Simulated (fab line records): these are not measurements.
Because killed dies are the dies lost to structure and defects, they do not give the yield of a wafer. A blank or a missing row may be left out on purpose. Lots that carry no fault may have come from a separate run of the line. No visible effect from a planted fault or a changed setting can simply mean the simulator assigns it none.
Split-lot experiment -- flow n5-finfet -- on a route of 1938 steps: 7 lots, 21 wafers read

SPLIT DETAILS
At N5_BEOL_M14_TRENCH_ETCH_34 (etches SiO2 in C4F8/O2/Ar, target depth 556.65 nm, time 126.9 s), the setting time-s was moved away from the recipe's 126.9 s on 10 of the 21 wafers read, by -21.6% to +20.0%. For the rest of the wafers, this setting stayed at what the recipe calls for.

FROM THE SPLIT TO THE READING: what the file shows between them, 7 steps
- N5_BEOL_M14_STRIP_70: strips in C4F8/O2/Ar
- N5_BEOL_M14_OCD_MEAS_35
- N5_BEOL_M14_SPUTTER_45: material Cu, target thk 100 nm, time 16.67 s (also split here: power-w)
- N5_BEOL_M14_ECD_47: material Cu, target thk 1248 nm
- N5_BEOL_M14_ANNEAL_48: time 90 s
- N5_BEOL_M14_PRE_CLEAN_52: time 15 s
- N5_BEOL_M14_DEP_53: deposits SiCN from 3MS/NH3, target thk 50 nm, time 17.8 s

THE READING
Measured at N5_BEOL_M14_RS_MEAS_54 by four-point probe: M14_RS, in ohm/sq. Fault-free wafers of this fab line usually give 0.0333 ohm/sq, standard deviation 0.00038 ohm/sq.

wafer,"tool, chamber at the split","time-s as run, s",against the recipe,"M14_RS, ohm/sq",against lot-mates on the recipe
L074.2,"rie-diel-06, 1",126.9,recipe,0.0333,-
L074.3,"rie-diel-06, 2",126.9,recipe,0.0330,-
L074.6,"rie-diel-06, 1",126.9,recipe,0.0332,-
L081.3,"rie-diel-01, 1",126.9,recipe,0.0332,-
L081.4,"rie-diel-01, 0",152.3,+20.0%,0.0278,-0.0054
L081.6,"rie-diel-01, 3",152.3,+20.0%,0.0278,-0.0054
L084.1,"rie-diel-01, 0",138.6,+9.2%,0.0305,-0.0025
L084.3,"rie-diel-01, 3",138.6,+9.2%,0.0308,-0.0022
L084.4,"rie-diel-01, 0",126.9,recipe,0.0330,-
L087.1,"rie-diel-04, 3",126.9,recipe,0.0338,-
L087.2,"rie-diel-04, 2",99.47,-21.6%,0.0419,+0.0081
L087.5,"rie-diel-04, 2",99.47,-21.6%,0.0419,+0.0081
L093.2,"rie-diel-01, 1",126.9,recipe,0.0333,-
L093.3,"rie-diel-01, 3",126.9,recipe,0.0336,-
L093.4,"rie-diel-01, 1",126.9,recipe,0.0330,-
L090.2,"rie-diel-04, 2",126.9,recipe,0.0326,-
L090.5,"rie-diel-04, 1",109.7,-13.6%,0.0389,+0.0063
L090.6,"rie-diel-04, 2",109.7,-13.6%,0.0376,+0.0050
L091.1,"rie-diel-04, 0",126.9,recipe,0.0329,-
L091.3,"rie-diel-04, 2",142.3,+12.1%,0.0291,-0.0038
L091.6,"rie-diel-04, 1",142.3,+12.1%,0.0298,-0.0031

THE FIT
A straight line over all 21 wafers: M14_RS changes by -0.00034 ohm/sq for each +1% of time-s; r = -0.99; the points scatter about the line by 0.00065 ohm/sq.
The same after taking each lot's own level away (the mean of its wafers on the recipe; 21 wafers): -0.000332 ohm/sq for each +1%; r = -0.99; scatter 0.00058 ohm/sq.
The reading moves by 0.0072 ohm/sq for the largest change in time-s, on that fit.
The span of the lots' own levels, 0.03260 to 0.03380 ohm/sq, comes to 3.2 times the standard deviation stated above.
So the lot-to-lot level changes the slope little: the two slopes agree.
Check: with one of the wafers moved furthest among these (-21.6%) left out of the fit, the line predicts +0.00746 ohm/sq for it against its lot-mates. It came out at +0.0081 ohm/sq against them.

THE OTHER SPLITS THESE WAFERS WENT THROUGH
Other splits were also applied to these wafers ahead of the reading. Each is held against what the fit with the lots' levels taken away leaves over:
other split on the same wafers,wafers away from the commonest value,r with M14_RS (lot level and that fit taken away)
N5_BEOL_M14_SPUTTER_45 power-w,10,+0.13

THE WHOLE CHAIN: every reading that the file lists as answering this split, in the file's order
step,what it does,reading,change (the file's fit),r (the file's)
N5_BEOL_M14_TRENCH_ETCH_34,"etches SiO2 in C4F8/O2/Ar, target depth 556.65 nm, time 126.9 s","etch.depth-nm (the simulator's own value, which no gauge read)",+5.19 nm for each +1% of the setting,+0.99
N5_BEOL_M14_OCD_MEAS_35,,trench-depth-nm,+5.21 nm for each +1% of the setting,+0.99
N5_BEOL_M14_RS_MEAS_54,measures by four-point-probe,M14_RS,-0.00033 for each +1% of the setting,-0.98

THE FILE'S OWN FIT
M14_RS changes by -0.00033 ohm/sq for each +1% of time-s, r = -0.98.
